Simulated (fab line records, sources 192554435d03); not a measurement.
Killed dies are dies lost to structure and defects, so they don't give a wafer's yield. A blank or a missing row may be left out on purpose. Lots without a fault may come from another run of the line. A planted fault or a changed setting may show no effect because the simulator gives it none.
Chamber matching | flow n5_finfet | N5_BEOL_M4_ETCH_69 on rie_diel-01: 4 sister chambers
The step etches SiARC in CF4, target depth 15.6 nm, time 26 s. 8 wafers are shown with their chamber, then 9 later ones without.

WAFERS WITH THEIR CHAMBER
wafer  | chamber | drypump_motor_current_A (A) | throttle_valve_pct (%)
L077.5 | 1       | 5.7                         | 15.78
L080.1 | 3       | 4.8                         | 15.86
L078.5 | 1       | 5.8                         | 15.80
L087.2 | 2       | 5.7                         | 15.64
L087.6 | 3       | 4.8                         | 15.88
L086.3 | 0       | 6.5                         | 15.25
L086.4 | 0       | 6.5                         | 15.24
L086.5 | 2       | 5.7                         | 15.63

WAFERS WITHOUT THEIR CHAMBER
wafer  | drypump_motor_current_A (A) | throttle_valve_pct (%)
L091.1 | 5.7                         | 15.33
L091.4 | 5.7                         | 15.66
L091.6 | 5.7                         | 15.33
L092.3 | 4.8                         | 15.92
L092.4 | 6.5                         | 15.27
L092.6 | 4.8                         | 15.92
L096.1 | 6.5                         | 15.29
L096.2 | 5.7                         | 15.35
L096.3 | 4.8                         | 15.95

WHICH CHAMBER EACH WENT THROUGH
wafer  | from the rows above     | in truth
L091.1 | 0                       | 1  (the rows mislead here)
L091.4 | 2                       | 2
L091.6 | 0                       | 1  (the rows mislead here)
L092.3 | 3                       | 3
L092.4 | 0                       | 0
L092.6 | 3                       | 3
L096.1 | 0                       | 0
L096.2 | can't be placed: 0 or 2 | 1
L096.3 | 3                       | 3
Placed correctly: 6 of 9. Can't be placed from these rows: 1 (the true chamber is among the candidates in 0). Placed wrongly: 2.
How it was worked out, from the rows above alone: a wafer's distance from a chamber is the root of the sum, over the readings, of the square of ((its reading less the chamber's mean) divided by the reading's scatter). The wafer belongs to the nearest chamber; if the next one is less than 2 further off, it can't be placed. A chamber's mean is the mean of its shown wafers. The scatter: the root of (the sum of the squares of (reading less its chamber's mean) over the shown wafers, divided by (wafers less chambers)).
